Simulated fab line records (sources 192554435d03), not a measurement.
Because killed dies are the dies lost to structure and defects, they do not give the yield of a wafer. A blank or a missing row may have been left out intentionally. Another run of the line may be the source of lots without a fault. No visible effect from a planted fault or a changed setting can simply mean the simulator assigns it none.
fab line records	flow n5_finfet
record lots=9	wafers=27	last_day=18
route steps=1938 shown BEOL_M4@1111 BEOL_M8@1379 PASSIVATION@1936
lots that met no fault: from a run of the same line without faults
start_h: hours from the record's first day to the start of the lot's first wafer shown	wait_h: hours elapsed since this lot's preceding step	" unchanged from the row above	L1.1+2: a row that stands for several wafers	- no value, or no start given	* or withheld: withheld	< > ~ a bound
route shown NAME@n: NAME is a module with steps in the file, n the number in the route of the first one	usual: mean/standard deviation taken from wafers without a fault	same: alike in all rows	chamber/n: place in a boat	sites: the reading at each site	_std_site: the standard deviation of these	_edge_site: inner sites' mean taken away from outer sites' mean	radius_mm: how far each site lies from the wafer's centre	mask NAME#n: copy n	behind: the last tool/chamber to shape the wafer	hold: the reason the lot was held/the length of the hold in hours/how it ended	device: which transistor (n, p or np) failed to switch	end of line: the route-end tests of the same wafers	a step with no rows: only its recipe	killed: dies lost to structure and defects at the first sort, not the wafer's yield	map: a wafer's dies, x killed, . not, _ none there
set.NAME: setting as actually run; set.NAME@STEP: the setting as run at that earlier step	model.NAME: the simulator's own value behind a step, which no gauge read
one table for each step of the route and one row for each wafer, over a sample of lots
services: when a tool's chamber went out of use (start_h, in hours from the record's first day, below 0 if earlier), for how many hours, and the reason
## steps
# step N5_BEOL_M4_RC_MEAS_101
# usual DIBL_N=36.0/2.5	DIBL_P=36.7/3	IOFF_N=0.16/0.043	IOFF_P=0.21/0.049	ION_N=673/15	ION_P=461/9.8	SS_N=71.5/0.83	SS_P=73.4/0.83	VT_N=250/4	VT_P=-251/4
lot.wafer	tool	chamber	start_h	wait_h	DIBL_N[mV/V]	DIBL_P[mV/V]	IOFF_N[nA/um]	IOFF_P[nA/um]	ION_N[uA/um]	ION_P[uA/um]	SS_N[mV/dec]	SS_P[mV/dec]	VT_N[mV]	VT_P[mV]
L998.1	prober-02	0	180.56	0.0	36.6	37.3	0.18	0.19	697	468	71.9	74.1	248	-254
L998.4	"	0	"	"	38.3	38.7	0.20	0.22	686	459	72.2	74.5	247	-251
L998.5	"	0	"	"	34.3	34.4	0.13	0.16	676	463	70.9	73.0	254	-255
L999.1	prober-02	0	185.75	0.0	40.0	40.1	0.22	0.28	691	467	72.0	73.9	243	-243
L999.4	"	0	"	"	35.5	35.4	0.14	0.20	664	455	71.4	73.4	251	-251
L999.6	"	0	"	"	40.0	41.3	0.24	0.32	700	482	72.0	73.7	242	-243
L100.1	prober-01	0	186.86	0.0	29.9	30.0	0.09	0.13	677	470	69.7	71.6	256	-257
L100.5	"	0	"	"	35.4	36.9	0.16	0.22	671	467	71.6	72.5	245	-249
L100.6	"	0	"	"	32.0	32.9	0.11	0.17	675	475	71.5	71.8	254	-250
L102.1	prober-01	0	199.92	0.0	34.7	36.8	0.13	0.22	668	469	71.1	74.0	250	-248
L102.3	"	0	"	"	39.3	41.9	0.24	0.32	697	476	72.0	74.6	244	-243
L102.6	"	0	"	"	35.2	37.8	0.14	0.23	660	461	70.2	74.2	253	-248
L104.3	prober-01	0	216.36	0.3	38.4	38.0	0.19	0.23	673	462	72.0	74.1	252	-251
L104.4	"	0	"	"	35.0	35.9	0.13	0.19	665	456	71.3	73.1	254	-253
L104.6	"	0	"	"	36.9	38.2	0.16	0.23	664	460	72.0	74.3	252	-250
L115.1	prober-02	0	288.27	0.0	33.7	35.3	0.12	0.17	674	458	71.4	72.8	255	-256
L115.4	"	0	"	"	35.5	37.1	0.15	0.19	679	461	71.3	73.7	250	-253
L115.6	"	0	"	"	37.5	38.7	0.17	0.20	666	445	72.2	74.1	253	-252
L116.2	prober-01	0	296.14	0.2	37.2	38.7	0.19	0.26	677	464	71.9	73.6	248	-248
L116.4	"	0	"	"	33.4	33.9	0.13	0.19	662	463	70.9	72.9	253	-250
L116.5	"	0	"	"	34.2	34.3	0.15	0.20	682	472	71.5	72.6	246	-249
L117.3	prober-01	0	305.45	0.3	36.2	37.5	0.17	0.23	690	470	71.2	73.6	246	-248
L117.5	"	0	"	"	35.2	35.9	0.15	0.21	686	475	71.5	72.8	250	-248
L117.6	"	0	"	"	38.7	40.4	0.22	0.29	685	466	72.0	74.1	244	-246
L118.1	prober-01	0	319.88	0.0	36.6	39.2	0.19	0.24	694	479	70.8	73.8	242	-249
L118.4	"	0	"	"	35.8	38.0	0.16	0.21	684	469	71.7	73.5	248	-251
L118.5	"	0	"	"	35.0	36.9	0.14	0.20	669	461	71.0	73.1	252	-250
# step N5_BEOL_M8_STRIP_80
# recipe chemistry=N2/H2	time_s=10	power_w=450	temp_c=40	pressure_mtorr=20	rf_frequency_hz=6e+07	bias_power_w=7	n2_flow_sccm=200	h2_flow_sccm=200
# usual drypump_motor_current_A=5.7/0.45	oes_product_au=0.80/0.11	rf_vpp_V=59.0/0.88	showerhead_plenum_p_Torr=2.53/0.11	throttle_valve_pct=23.5/0.37
lot.wafer	tool	chamber	start_h	wait_h	drypump_motor_current_A	oes_product_au	rf_hours_counter_h	rf_vpp_V	showerhead_plenum_p_Torr	throttle_valve_pct
L998.1	rie_diel-06	1	-	-	6.0	0.68	251	59.3	2.49	23.9
L998.4	"	1	"	"	6.0	0.69	-	57.8	2.49	23.9
L998.5	"	3	"	"	6.5	0.84	-	58.0	2.47	23.6
L999.1	rie_diel-05	0	-	-	5.7	0.95	1	58.9	2.69	23.0
L999.4	"	2	"	"	5.1	0.70	-	59.3	2.63	23.5
L999.6	"	1	"	"	6.1	0.85	-	59.7	2.50	23.7
L100.1	rie_diel-05	0	-	-	5.7	0.95	2	59.9	2.69	23.0
L100.5	"	0	"	"	5.7	0.96	-	59.0	2.69	23.0
L100.6	"	2	"	"	5.1	0.70	-	58.6	2.63	23.5
L102.1	rie_diel-06	3	-	-	6.5	0.83	75	59.9	2.47	23.6
L102.3	"	2	"	"	5.4	0.67	221	59.1	2.43	24.0
L102.6	"	2	"	"	5.4	0.66	-	58.0	2.43	24.1
L104.3	rie_diel-06	2	-	-	5.5	0.68	228	58.3	2.42	24.1
L104.4	"	3	"	"	6.4	0.81	83	59.6	2.46	23.6
L104.6	"	3	"	"	6.5	0.83	-	59.6	2.46	23.6
L115.1	rie_diel-06	2	-	-	5.5	0.66	246	58.1	2.42	24.1
L115.4	"	1	"	"	6.0	0.91	26	59.3	2.48	23.5
L115.6	"	1	"	"	6.0	0.91	-	59.8	2.48	23.5
L116.2	rie_diel-04	0	-	-	5.6	0.88	41	60.0	2.70	23.6
L116.4	"	3	"	"	5.4	0.80	92	58.5	2.45	23.0
L116.5	"	0	"	"	5.6	0.88	-	60.0	2.70	23.6
L117.3	rie_diel-04	2	-	-	5.8	0.68	236	58.8	2.62	24.0
L117.5	"	1	"	"	5.2	0.66	-	60.1	2.40	23.1
L117.6	"	2	"	"	5.9	0.67	-	58.5	2.62	24.0
L118.1	rie_diel-04	1	-	-	5.2	0.65	253	58.3	2.40	23.1
L118.4	"	1	"	"	5.2	0.65	-	58.3	2.40	23.1
L118.5	"	2	"	"	5.8	0.67	-	59.3	2.62	24.0
# step N5_BEOL_M8_CURE_75
# recipe temp_c=370	time_s=120	ambient=DMADMS/He	material=SiCOH_lowk
# usual lamp_power_pct=52.31/0.061	wafer_temp_C_max=371.8/0.57
lot.wafer	tool	chamber	start_h	wait_h	lamp_power_pct	wafer_temp_C_max
L998.1	uv_cure-01	1	213.82	0.0	52.34	372.6
L998.4	"	1	"	"	52.38	372.5
L998.5	"	1	"	"	52.36	372.6
L999.1	uv_cure-01	2	219.94	0.0	52.27	372.6
L999.4	"	2	"	"	52.36	372.2
L999.6	"	2	"	"	52.40	371.8
L100.1	uv_cure-03	2	221.28	0.0	52.31	371.5
L100.5	"	2	"	"	52.30	371.7
L100.6	"	2	"	"	52.31	371.6
L102.1	uv_cure-01	1	235.20	0.0	52.30	372.5
L102.3	"	1	"	"	52.37	372.4
L102.6	"	1	"	"	52.32	372.9
L104.3	uv_cure-02	0	250.98	0.1	52.34	371.1
L104.4	"	0	"	"	52.26	371.8
L104.6	"	0	"	"	52.32	372.0
L115.1	uv_cure-02	0	320.89	0.0	52.36	372.7
L115.4	"	0	"	"	52.14	371.5
L115.6	"	0	"	"	52.34	372.2
L116.2	uv_cure-03	1	337.32	0.1	52.22	371.8
L116.4	"	1	"	"	52.29	371.1
L116.5	"	1	"	"	52.27	371.4
L117.3	uv_cure-03	0	345.52	0.1	52.31	371.4
L117.5	"	0	"	"	52.33	370.7
L117.6	"	0	"	"	52.21	371.0
L118.1	uv_cure-02	2	354.37	0.0	52.31	372.6
L118.4	"	2	"	"	52.31	372.0
L118.5	"	2	"	"	52.37	371.7
# step N5_BEOL_M8_ANNEAL_51
# recipe temp_c=225	time_s=90	ambient=N2
# usual wafer_temp_C_max=226.40/0.29
lot.wafer	tool	chamber	start_h	wait_h	wafer_temp_C_max
L998.1	rtp_anneal-01	0	215.59	0.7	226.13
L998.4	"	0	"	"	226.15
L998.5	"	0	"	"	226.00
L999.1	rtp_anneal-01	0	222.30	0.5	226.93
L999.4	"	0	"	"	226.28
L999.6	"	0	"	"	227.07
L100.1	rtp_anneal-01	0	222.84	0.3	226.78
L100.5	"	0	"	"	226.23
L100.6	"	0	"	"	226.33
L102.1	rtp_anneal-02	0	237.35	0.8	225.70
L102.3	"	0	"	"	226.75
L102.6	"	0	"	"	226.19
L104.3	rtp_anneal-02	0	253.02	0.1	225.89
L104.4	"	0	"	"	226.51
L104.6	"	0	"	"	226.13
L115.1	rtp_anneal-02	0	322.32	0.1	226.39
L115.4	"	0	"	"	226.60
L115.6	"	0	"	"	226.45
L116.2	rtp_anneal-02	0	340.27	1.0	226.41
L116.4	"	0	"	"	226.25
L116.5	"	0	"	"	226.29
L117.3	rtp_anneal-02	0	347.19	0.3	226.38
L117.5	"	0	"	"	226.65
L117.6	"	0	"	"	226.89
L118.1	rtp_anneal-02	0	356.33	0.2	226.68
L118.4	"	0	"	"	226.16
L118.5	"	0	"	"	226.71
# step N5_BEOL_M8_CMP_52
# recipe stop_on=SiCOH_lowk	t_overpolish_s=6.9	down_force_psi=1	platen_rpm=50	clearing_platen_down_force_psi=1.5	clearing_platen_rpm=50	post_cmp_clean=cu_alkaline	target_thk_nm=80	clearing_platen_pad_velocity_m_s=0.99484	pad_velocity_m_s=0.99484
# usual barrier_field_endpoint_s=29.1/0.95	motor_current_A=6.3/0.43	overpolish_run_s=6.901/0.0097	time_to_endpoint_s=65/4.1
lot.wafer	tool	chamber	start_h	wait_h	barrier_field_endpoint_s	motor_current_A	overpolish_run_s	time_to_endpoint_s
L998.1	cmp-02	1	215.90	0.3	28.6	6.4	6.910	64
L998.4	"	2	"	"	29.3	6.6	6.904	66
L998.5	"	1	"	"	29.4	6.7	6.904	61
L999.1	cmp-04	2	222.63	0.3	28.9	6.1	6.897	69
L999.4	"	0	"	"	29.0	6.5	6.914	69
L999.6	"	1	"	"	29.9	6.1	6.899	70
L100.1	cmp-04	2	223.21	0.3	29.6	6.3	6.908	69
L100.6	"	0	"	"	31.2	6.1	6.902	70
L100.5	"	1	"	"	30.3	6.0	6.897	68
L102.3	cmp-04	2	237.66	0.2	46.7	6.5	0.036	84
L102.1	"	0	"	"	28.3	6.3	6.890	70
L102.6	"	2	"	"	30.6	6.2	6.917	71
L104.4	cmp-04	0	253.45	0.3	28.6	6.2	6.920	61
L104.3	"	1	"	"	46.7	5.9	0.036	81
L104.6	"	3	"	"	29.4	6.1	6.882	66
L115.1	cmp-04	3	322.62	0.3	28.7	6.1	6.898	66
L115.4	"	1	"	"	28.7	5.9	6.904	65
L115.6	"	3	"	"	29.4	6.3	6.885	69
L116.4	cmp-02	1	340.61	0.2	29.0	6.4	6.899	65
L116.2	"	2	"	"	28.8	6.8	6.909	68
L116.5	"	0	"	"	28.4	6.7	6.886	66
L117.3	cmp-03	1	347.44	0.2	27.2	6.0	6.902	57
L117.5	"	0	"	"	29.6	5.8	6.906	67
L117.6	"	1	"	"	27.9	5.7	6.903	57
L118.4	cmp-02	2	356.67	0.2	29.4	6.7	6.884	61
L118.1	"	3	"	"	28.7	7.3	6.901	62
L118.5	"	2	"	"	29.5	7.0	6.908	63
# step N5_BEOL_M8_THK_MEAS_53
# recipe thk_meas_gauge=xrf	reads=Cu_of_BEOL_M8_ECD_50
# usual M8_THK=81/3
lot.wafer	tool	chamber	start_h	wait_h	M8_THK[nm]
L998.1	film_metro-01	-	216.19	-	86
L998.4	"	-	"	"	84
L998.5	"	-	"	"	84
L999.1	film_metro-02	-	222.89	-	85
L999.4	"	-	"	"	81
L999.6	"	-	"	"	86
L100.1	film_metro-01	-	223.43	-	85
L100.5	"	-	"	"	85
L100.6	"	-	"	"	79
L102.1	film_metro-02	-	237.96	-	85
L102.3	"	-	"	"	193
L102.6	"	-	"	"	80
L104.3	film_metro-01	-	253.67	-	191
L104.4	"	-	"	"	85
L104.6	"	-	"	"	86
L115.1	film_metro-02	-	322.91	-	80
L115.4	"	-	"	"	86
L115.6	"	-	"	"	86
L116.2	film_metro-02	-	340.83	-	81
L116.4	"	-	"	"	81
L116.5	"	-	"	"	80
L117.3	film_metro-02	-	347.70	-	77
L117.5	"	-	"	"	78
L117.6	"	-	"	"	79
L118.1	film_metro-01	-	356.93	-	78
L118.4	"	-	"	"	80
L118.5	"	-	"	"	81
# step N5_BEOL_M8_INSPECT_58
# recipe inspect_instrument=darkfield	mode=post_dep
# usual raw_defect_count=73/26
lot.wafer	tool	chamber	start_h	wait_h	raw_defect_count
L998.1	defect_inspect-01	-	216.35	0.0	63
L998.4	"	-	"	"	65
L998.5	"	-	"	"	61
L999.1	defect_inspect-01	-	223.05	0.0	63
L999.4	"	-	"	"	61
L999.6	"	-	"	"	55
L100.1	defect_inspect-02	-	223.61	0.0	43
L100.5	"	-	"	"	59
L100.6	"	-	"	"	50
L102.1	defect_inspect-02	-	238.11	0.0	86
L102.3	"	-	"	"	1133
L102.6	"	-	"	"	65
L104.3	defect_inspect-02	-	253.83	0.0	1105
L104.4	"	-	"	"	132
L104.6	"	-	"	"	87
L115.1	defect_inspect-01	-	323.07	0.0	118
L115.4	"	-	"	"	71
L115.6	"	-	"	"	108
L116.2	defect_inspect-01	-	340.99	0.0	42
L116.4	"	-	"	"	50
L116.5	"	-	"	"	40
L117.3	defect_inspect-02	-	347.88	0.0	59
L117.5	"	-	"	"	81
L117.6	"	-	"	"	75
L118.1	defect_inspect-02	-	357.08	0.0	59
L118.4	"	-	"	"	43
L118.5	"	-	"	"	67
# step N5_PASSIVATION_PROBE_49
# usual defect_limited_yield=91.1/1.5	killed_at_M0_to_M3=37/11	killed_at_M4_up=13/5.6	killed_at_contacts=12/5.6	killed_at_front_end=39/11	killed_at_other=4/3.1	killed_dies=105/18	killed_on_rim=14/3.8	killed_open=69/13	killed_short=35/7.4	sort_bin_5_function=5.1/0.92	sort_bin_6_memory=3.4/0.76	sort_n_pass=1075/18	sort_yield_pct=91.1/1.5
# same gross_dies=1180	killed_at_back_side=0	sort_bin_4_leakage[%]=0	sort_bin_8_speed[%]=0
lot.wafer	tool	chamber	start_h	wait_h	defect_limited_yield[%]	killed_at_M0_to_M3	killed_at_M4_up	killed_at_contacts	killed_at_front_end	killed_at_other	killed_dies	killed_on_rim	killed_open	killed_short	sort_bin_5_function[%]	sort_bin_6_memory[%]	sort_n_pass	sort_yield_pct[%]
L998.1	prober-02	-	284.52	0.0	92.2	44	8	13	24	3	92	9	63	28	4.4	3.4	1088	92.2
L998.4	prober-02	-	284.67	0.2	90.6	44	19	15	32	1	111	11	74	37	5.4	3.8	1069	90.6
L998.5	prober-02	-	284.72	0.2	90.4	42	8	20	35	8	113	15	70	43	5.5	3.4	1067	90.4
L100.1	prober-02	-	290.58	0.0	91.1	52	7	20	25	1	105	14	71	34	5.3	3.6	1075	91.1
L100.5	prober-02	-	290.78	0.2	92.5	33	11	12	27	6	89	17	55	33	4.3	2.7	1091	92.5
L100.6	prober-02	-	290.83	0.3	88.4	55	21	7	50	4	137	18	82	46	6.5	4.2	1043	88.4
L999.1	prober-01	-	296.91	0.7	90.4	33	23	8	43	6	113	13	73	28	5.3	3.4	1067	90.4
L999.4	prober-01	-	297.06	0.8	91.7	45	13	8	28	4	98	8	62	36	4.8	3.3	1082	91.7
L999.6	prober-01	-	297.16	0.9	91.4	37	11	15	35	3	101	14	70	29	5.1	3.4	1079	91.4
L102.1	prober-01	-	301.72	0.0	89.0	44	11	10	59	6	130	15	86	42	6.7	4.1	1050	89.0
L102.3	prober-01	-	301.82	0.1	0	38	1084	8	44	6	1180	152	70	42	5.8	3.5	0	0
L102.6	prober-01	-	301.97	0.3	90.3	32	13	12	48	9	114	13	65	47	5.3	4.2	1066	90.3
L104.3	prober-02	-	324.51	0.1	0	50	1061	26	37	6	1180	152	108	32	7.5	4.2	0	0
L104.4	prober-02	-	324.56	0.2	89.6	39	16	8	59	1	123	17	80	43	5.5	4.5	1057	89.6
L104.6	prober-02	-	324.66	0.3	92.2	31	7	10	41	3	92	12	60	31	4.9	2.6	1088	92.2
L115.1	prober-02	-	391.82	0.0	87.7	68	7	11	53	6	145	24	104	41	7.5	4.2	1035	87.7
L115.4	prober-02	-	391.97	0.2	88.2	48	21	14	51	5	139	21	94	43	7.5	3.6	1041	88.2
L115.6	prober-02	-	392.07	0.3	90.8	42	22	7	37	0	108	9	71	37	5.8	2.8	1072	90.8
L116.2	prober-02	-	406.93	0.1	91.1	32	33	9	30	1	105	15	67	34	5.3	3.3	1075	91.1
L116.4	prober-02	-	407.03	0.2	90.9	38	20	9	37	3	107	11	77	29	5.9	3.1	1073	90.9
L116.5	prober-02	-	407.08	0.2	91.4	44	20	4	27	6	101	19	68	32	5.1	3.3	1079	91.4
L117.3	prober-01	-	413.73	0.1	91.9	36	7	3	44	6	96	10	70	24	4.3	3.6	1084	91.9
L117.5	prober-01	-	413.83	0.2	91.7	46	7	10	24	11	98	10	60	35	5.0	3.1	1082	91.7
L117.6	prober-01	-	413.88	0.3	91.8	29	17	7	37	7	97	15	65	29	5.4	2.7	1083	91.8
L118.1	prober-02	-	422.67	0.0	88.8	43	14	11	62	2	132	16	90	42	5.9	5.2	1048	88.8
L118.4	prober-02	-	422.82	0.2	88.7	47	31	10	45	0	133	17	91	42	5.8	5.0	1047	88.7
L118.5	prober-02	-	422.87	0.2	89.3	49	15	5	54	3	126	16	83	41	6.4	3.7	1054	89.3
# killed by level:class
L998.1 MOL_CONTACT_COAG:geometric_particle:open=11 BEOL_M2:geometric_particle:open=10 FIN_SAQP:geometric_particle:open=8 BEOL_M0_SAQP:geometric_particle:open=8 BEOL_M1:geometric_particle:open=8 FIN_SAQP:geometric_particle:short=6 BEOL_M0_SAQP:geometric_particle:short=5 BEOL_M0:geometric_particle:open=3
L998.4 BEOL_M0_SAQP:geometric_particle:short=12 BEOL_M0_SAQP:geometric_particle:open=11 MOL_CONTACT_COAG:geometric_particle:open=10 BEOL_M4:geometric_particle:open=7 BEOL_M3:geometric_particle:open=6 DUMMY_GATE:geometric_particle:open=6 BEOL_M1:geometric_particle:open=6 MOL_CONTACT_COAG:geometric_particle:short=5
L998.5 MOL_CONTACT_COAG:geometric_particle:open=15 BEOL_M0_SAQP:geometric_particle:short=12 FIN_SAQP:geometric_particle:open=11 BEOL_M1:geometric_particle:open=8 FIN_SAQP:geometric_particle:short=6 BEOL_M2:geometric_particle:open=6 MOL_CONTACT_COAG:geometric_particle:short=5 MIM_TOP:geometric_particle:open=4
L100.1 MOL_CONTACT_COAG:geometric_particle:open=17 BEOL_M1:geometric_particle:open=13 BEOL_M3:geometric_particle:short=10 BEOL_M0_SAQP:geometric_particle:open=9 FIN_SAQP:geometric_particle:open=6 FIN_SAQP:geometric_particle:short=5 DUMMY_GATE:geometric_particle:open=5 BEOL_M2:geometric_particle:open=5
L100.5 MOL_CONTACT_COAG:geometric_particle:open=10 BEOL_M2:geometric_particle:open=9 BEOL_M4:geometric_particle:open=6 BEOL_M0_SAQP:geometric_particle:short=6 BEOL_M1:geometric_particle:open=6 STI_FIN_REVEAL:geometric_particle:open=5 BEOL_M3:geometric_particle:short=5 ILD0:geometric_particle:short=4
L100.6 BEOL_M1:geometric_particle:open=17 BEOL_M4:geometric_particle:open=12 BEOL_M0_SAQP:geometric_particle:open=8 HKMG_FIN:area_etch=8 FIN_SAQP:geometric_particle:open=7 STI_FIN_REVEAL:geometric_particle:open=7 BEOL_M0_SAQP:geometric_particle:short=7 BEOL_M4:geometric_particle:short=6
L999.1 STI_FIN_REVEAL:geometric_particle:open=11 DUMMY_GATE:geometric_particle:open=9 BEOL_M2:geometric_particle:open=9 HKMG_FIN:area_etch=8 GATE_CUT:geometric_particle:short=7 MOL_CONTACT_COAG:geometric_particle:open=7 BEOL_M7:geometric_particle:open=7 BEOL_M0_SAQP:geometric_particle:short=6
L999.4 BEOL_M0_SAQP:geometric_particle:short=10 BEOL_M3:geometric_particle:open=9 STI_FIN_REVEAL:geometric_particle:open=7 BEOL_M1:geometric_particle:open=6 BEOL_M2:geometric_particle:open=6 MOL_CONTACT_COAG:geometric_particle:open=5 GATE_CUT:geometric_particle:open=4 BEOL_M0_SAQP:geometric_particle:open=4
L999.6 MOL_CONTACT_COAG:geometric_particle:open=12 GATE_CUT:geometric_particle:open=8 BEOL_M0_SAQP:geometric_particle:short=7 BEOL_M0_SAQP:geometric_particle:open=7 BEOL_M1:geometric_particle:open=7 BEOL_M2:geometric_particle:open=7 STI_FIN_REVEAL:geometric_particle:open=5 FIN_SAQP:geometric_particle:open=4
L102.1 STI_FIN_REVEAL:geometric_particle:open=16 FIN_SAQP:geometric_particle:open=15 FIN_SAQP:geometric_particle:short=12 BEOL_M0_SAQP:geometric_particle:open=12 BEOL_M0_SAQP:geometric_particle:short=10 BEOL_M3:geometric_particle:open=9 MOL_CONTACT_COAG:geometric_particle:open=7 GATE_CUT:geometric_particle:short=5
L102.3 BEOL_M8:area_cmp=1066 FIN_SAQP:geometric_particle:short=15 BEOL_M2:geometric_particle:open=13 FIN_SAQP:geometric_particle:open=9 STI_FIN_REVEAL:geometric_particle:open=9 BEOL_M0_SAQP:geometric_particle:short=7 MOL_CONTACT_COAG:geometric_particle:open=6 BEOL_M0_SAQP:geometric_particle:open=6
L102.6 FIN_SAQP:geometric_particle:short=19 FIN_SAQP:geometric_particle:open=10 MOL_CONTACT_COAG:geometric_particle:open=10 BEOL_M0_SAQP:geometric_particle:open=9 BEOL_M0_SAQP:geometric_particle:short=6 BEOL_M3:geometric_particle:open=6 MIM_TOP_ETCH:geometric_particle:short=5 GATE_CUT:geometric_particle:short=4
L104.3 BEOL_M8:area_cmp=1039 MOL_CONTACT_COAG:geometric_particle:open=19 STI_FIN_REVEAL:geometric_particle:open=16 BEOL_M4:geometric_particle:open=13 BEOL_M0_SAQP:geometric_particle:open=13 BEOL_M0_SAQP:geometric_particle:short=13 BEOL_M3:geometric_particle:open=9 BEOL_M1:geometric_particle:open=8
L104.4 STI_FIN_REVEAL:geometric_particle:open=26 BEOL_M0_SAQP:geometric_particle:open=13 BEOL_M0_SAQP:geometric_particle:short=9 ILD0:geometric_particle:short=7 BEOL_M1:geometric_particle:open=6 MOL_CONTACT_COAG:geometric_particle:open=5 BEOL_M0:geometric_particle:open=5 STARTING-WAFER:geometric_particle:short=5
L104.6 STI_FIN_REVEAL:geometric_particle:open=16 BEOL_M1:geometric_particle:open=14 MOL_CONTACT_COAG:geometric_particle:open=7 BEOL_M0_SAQP:geometric_particle:short=6 GATE_CUT:geometric_particle:short=4 BEOL_M0_SAQP:geometric_particle:open=4 STARTING-WAFER:geometric_particle:open=4 FIN_SAQP:geometric_particle:open=3
L115.1 STI_FIN_REVEAL:geometric_particle:open=22 BEOL_M1:geometric_particle:open=16 BEOL_M0_SAQP:geometric_particle:short=12 BEOL_M2:geometric_particle:open=11 BEOL_M0_SAQP:geometric_particle:open=10 FIN_SAQP:geometric_particle:open=9 DUMMY_GATE:geometric_particle:open=9 BEOL_M3:geometric_particle:open=9
L115.4 FIN_SAQP:geometric_particle:open=17 BEOL_M0_SAQP:geometric_particle:open=13 BEOL_M0_SAQP:geometric_particle:short=12 DUMMY_GATE:geometric_particle:open=12 MOL_CONTACT_COAG:geometric_particle:open=12 BEOL_M4:geometric_particle:open=10 FIN_SAQP:geometric_particle:short=7 STI_FIN_REVEAL:geometric_particle:open=7
L115.6 BEOL_M4:geometric_particle:open=10 BEOL_M2:geometric_particle:short=9 BEOL_M0_SAQP:geometric_particle:open=8 BEOL_M1:geometric_particle:open=8 FIN_SAQP:geometric_particle:open=7 STI_FIN_REVEAL:geometric_particle:open=7 GATE_CUT:geometric_particle:short=6 MOL_CONTACT_COAG:geometric_particle:open=6
L116.2 BEOL_M4:geometric_particle:open=18 BEOL_M0_SAQP:geometric_particle:short=8 FIN_SAQP:geometric_particle:short=7 FIN_SAQP:geometric_particle:open=7 STI_FIN_REVEAL:geometric_particle:open=7 BEOL_M0_SAQP:geometric_particle:open=7 BEOL_M4:geometric_particle:short=6 MOL_CONTACT_COAG:geometric_particle:open=5
L116.4 BEOL_M1:geometric_particle:open=17 BEOL_M4:geometric_particle:open=15 FIN_SAQP:geometric_particle:short=8 MOL_CONTACT_COAG:geometric_particle:open=6 STI_FIN_REVEAL:geometric_particle:open=6 DUMMY_GATE:geometric_particle:open=6 BEOL_M0_SAQP:geometric_particle:short=5 BEOL_M0_SAQP:geometric_particle:open=5
L116.5 BEOL_M4:geometric_particle:open=10 BEOL_M0_SAQP:geometric_particle:open=9 FIN_SAQP:geometric_particle:open=8 BEOL_M1:geometric_particle:open=8 FIN_SAQP:geometric_particle:short=7 BEOL_M3:geometric_particle:open=7 BEOL_M0_SAQP:geometric_particle:short=6 BEOL_M2:geometric_particle:open=6
L117.3 STI_FIN_REVEAL:geometric_particle:open=13 BEOL_M0_SAQP:geometric_particle:open=11 FIN_SAQP:geometric_particle:short=7 DUMMY_GATE:geometric_particle:open=7 BEOL_M3:geometric_particle:open=7 BEOL_M0_SAQP:geometric_particle:short=6 BEOL_M1:geometric_particle:open=5 STARTING-WAFER:geometric_particle:open=5
L117.5 BEOL_M0_SAQP:geometric_particle:open=15 BEOL_M0_SAQP:geometric_particle:short=9 BEOL_M1:geometric_particle:open=8 MOL_CONTACT_COAG:geometric_particle:open=7 GATE_CUT:geometric_particle:short=5 PAD_METAL:geometric_particle:short=5 BEOL_M4:geometric_particle:open=4 FIN_SAQP:geometric_particle:short=3
L117.6 STI_FIN_REVEAL:geometric_particle:open=16 BEOL_M4:geometric_particle:open=11 BEOL_M0_SAQP:geometric_particle:short=8 FIN_SAQP:geometric_particle:open=6 MOL_CONTACT_COAG:geometric_particle:open=5 BEOL_M0_SAQP:geometric_particle:open=5 BEOL_M2:geometric_particle:open=5 MIM_TOP_ETCH:geometric_particle:open=5
L118.1 STI_FIN_REVEAL:geometric_particle:open=18 FIN_SAQP:geometric_particle:open=16 FIN_SAQP:geometric_particle:short=10 BEOL_M0_SAQP:geometric_particle:open=10 BEOL_M0_SAQP:geometric_particle:short=9 MOL_CONTACT_COAG:geometric_particle:open=8 BEOL_M2:geometric_particle:open=7 STI_FIN_REVEAL:geometric_particle:short=5
L118.4 BEOL_M4:geometric_particle:open=14 BEOL_M0_SAQP:geometric_particle:open=13 FIN_SAQP:geometric_particle:short=11 FIN_SAQP:geometric_particle:open=11 STI_FIN_REVEAL:geometric_particle:open=9 BEOL_M2:geometric_particle:open=8 BEOL_M5:geometric_particle:open=8 MOL_CONTACT_COAG:geometric_particle:open=7
L118.5 FIN_SAQP:geometric_particle:open=17 FIN_SAQP:geometric_particle:short=13 BEOL_M1:geometric_particle:open=11 BEOL_M2:geometric_particle:open=9 BEOL_M0_SAQP:geometric_particle:open=6 BEOL_M3:geometric_particle:open=6 BEOL_M4:geometric_particle:open=6 BEOL_M0_SAQP:geometric_particle:short=5
## services
tool	chamber	start_h	hours	kind
uv_cure-03	-	192.98	0.3	repair
uv_cure-03	-	208.83	2.1	pm
cmp-02	-	212.30	1.2	repair
cmp-04	-	226.17	0.8	repair
cmp-02	-	240.29	1.6	repair
cmp-04	-	247.55	1.4	repair
uv_cure-01	-	249.66	0.5	repair
uv_cure-01	-	250.81	0.8	repair
uv_cure-03	-	264.08	1.0	pm
rie_diel-04	-	266.81	2.4	repair
rie_diel-06	-	267.21	0.6	repair
rie_diel-06	-	275.37	4.3	pm
uv_cure-01	-	276.86	1.2	repair
cmp-04	-	277.06	6.8	pm
cmp-02	-	282.76	1.0	repair
uv_cure-01	-	292.76	14.6	pm
rie_diel-06	2	294.86	13.9	repair
rie_diel-04	2	302.94	7.1	repair
rie_diel-04	2	310.68	4.4	repair
cmp-02	-	313.07	4.0	pm
cmp-02	-	317.07	3.0	pm
uv_cure-03	-	323.29	7.1	pm
uv_cure-01	-	346.62	11.6	repair
rie_diel-06	3	352.68	16.5	repair
## key
first_sign step=N5_BEOL_M8_CMP_52	reading=overpolish_run_s	direction=down	sigmas=99+	usual=6.901	struck=0.036
effect step=N5_BEOL_M8_CMP_52	reading=barrier_field_endpoint_s	direction=up	sigmas=19	usual=29.1	struck=46.7
effect step=N5_BEOL_M8_THK_MEAS_53	reading=M8_THK	direction=up	sigmas=36	usual=81	struck=192
effect step=N5_BEOL_M8_INSPECT_58	reading=raw_defect_count	direction=up	sigmas=41	usual=73	struck=1119
effect step=N5_PASSIVATION_PROBE_49	reading=killed_at_M4_up	direction=up	sigmas=99+	usual=13	struck=1072
more_kills_born_at N5_BEOL_M8_CMP_52@cmp-04=2105
met_at N5_BEOL_M8_CMP_52
struck_lots L102,L104
struck_wafers L102.3,L104.3
later_rows_left_out L102.3,L104.3
not_acting_at N5_BEOL_M8_STRIP_80,N5_BEOL_M8_CURE_75,N5_BEOL_M8_ANNEAL_51
onset_between 223.21 237.66
fault kind=process_parameter_drift	tool=cmp-04	chamber=-	onset_h=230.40	steps=N5_BEOL_M8_CMP_52	channel=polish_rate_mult	offset=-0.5	shape=step	end_h=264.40	scope=struck_wafers_only
# later_rows_left_out: the simulator's readings of these wafers behind a module that went badly wrong aren't trusted and aren't shown, but for the sort
